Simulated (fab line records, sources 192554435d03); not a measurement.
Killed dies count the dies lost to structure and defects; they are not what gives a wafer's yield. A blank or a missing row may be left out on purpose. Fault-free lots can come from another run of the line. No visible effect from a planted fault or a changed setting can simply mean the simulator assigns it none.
Split-lot study -- flow n5Finfet -- 23 wafers read across 5 lots, on a route 1938 steps long

THE SPLIT
At N5_ZERO_LAYER_PECVD_02 (deposits SiO2 from SiH4/N2O, target thk 10 nm, time 6 s), the setting timeS was moved away from the recipe's 6 s on 7 of the 23 wafers read, by +4.5% to +5.7%. All remaining wafers had this setting at the recipe value.

The split's own step is where the reading is taken.

THE READING
SiO2_of_ZERO_LAYER_PECVD_02.thkNm (the simulator's own value, which no gauge read), in nm, at N5_ZERO_LAYER_PECVD_02 (deposits SiO2 from SiH4/N2O, target thk 10 nm, time 6 s). No usual value for it is given in the file. The 16 wafers here that ran the recipe average 9.946 nm, standard deviation 0.13 nm.

wafer,"tool, chamber at the split","timeS as run, s",against the recipe,"SiO2_of_ZERO_LAYER_PECVD_02.thkNm, nm",against lot-mates on the recipe
L078.2,"pecvd-02, 0",6,recipe,10.1,-
L078.3,"pecvd-02, 2",6.269,+4.5%,10.45,+0.343
L078.4,"pecvd-02, 0",6,recipe,10.04,-
L078.5,"pecvd-02, 1",6.269,+4.5%,10.54,+0.433
L078.6,"pecvd-02, 2",6,recipe,10.18,-
L079.1,"pecvd-01, 2",6,recipe,9.749,-
L079.2,"pecvd-01, 1",6,recipe,9.731,-
L079.4,"pecvd-01, 2",6,recipe,9.856,-
L079.5,"pecvd-01, 0",6,recipe,9.995,-
L079.6,"pecvd-01, 1",6,recipe,9.845,-
L080.1,"pecvd-02, 1",6,recipe,9.938,-
L080.2,"pecvd-02, 2",6,recipe,9.942,-
L080.3,"pecvd-02, 0",6,recipe,9.998,-
L080.4,"pecvd-02, 1",6.342,+5.7%,10.77,+0.811
L080.5,"pecvd-02, 2",6.342,+5.7%,10.54,+0.581
L082.1,"pecvd-02, 2",6,recipe,9.785,-
L082.4,"pecvd-02, 2",6,recipe,10.07,-
L082.6,"pecvd-02, 1",6,recipe,10.12,-
L091.2,"pecvd-01, 0",6,recipe,9.916,-
L091.3,"pecvd-01, 2",6,recipe,9.868,-
L091.4,"pecvd-01, 2",6.33,+5.5%,10.37,+0.478
L091.5,"pecvd-01, 1",6.33,+5.5%,10.36,+0.468
L091.6,"pecvd-01, 0",6.33,+5.5%,10.57,+0.678

FIT RESULTS
A straight line over all 23 wafers: SiO2_of_ZERO_LAYER_PECVD_02.thkNm changes by +0.107 nm for each +1% of timeS; r = +0.89; the points scatter about the line by 0.14 nm.
The same after taking each lot's own level away (the mean of its wafers on the recipe; 23 wafers): +0.104 nm for each +1%; r = +0.93; scatter 0.1 nm.
Per that fit: largest timeS move, reading shift of 0.59 nm.
The lots' own levels span 9.8352 to 10.1067 nm, that is 2.1 times the standard deviation above.
Hence the lot-to-lot level has little effect on the slope; both slopes agree.
Check: +0.548 nm against its lot-mates is what the line predicts for one of the wafers moved furthest among these (+5.7%) when that wafer is left out of the fit. It came out at +0.811 nm against them.

THE FILE'S OWN FIT
SiO2_of_ZERO_LAYER_PECVD_02.thkNm changes by +0.105 nm for each +1% of timeS, r = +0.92.
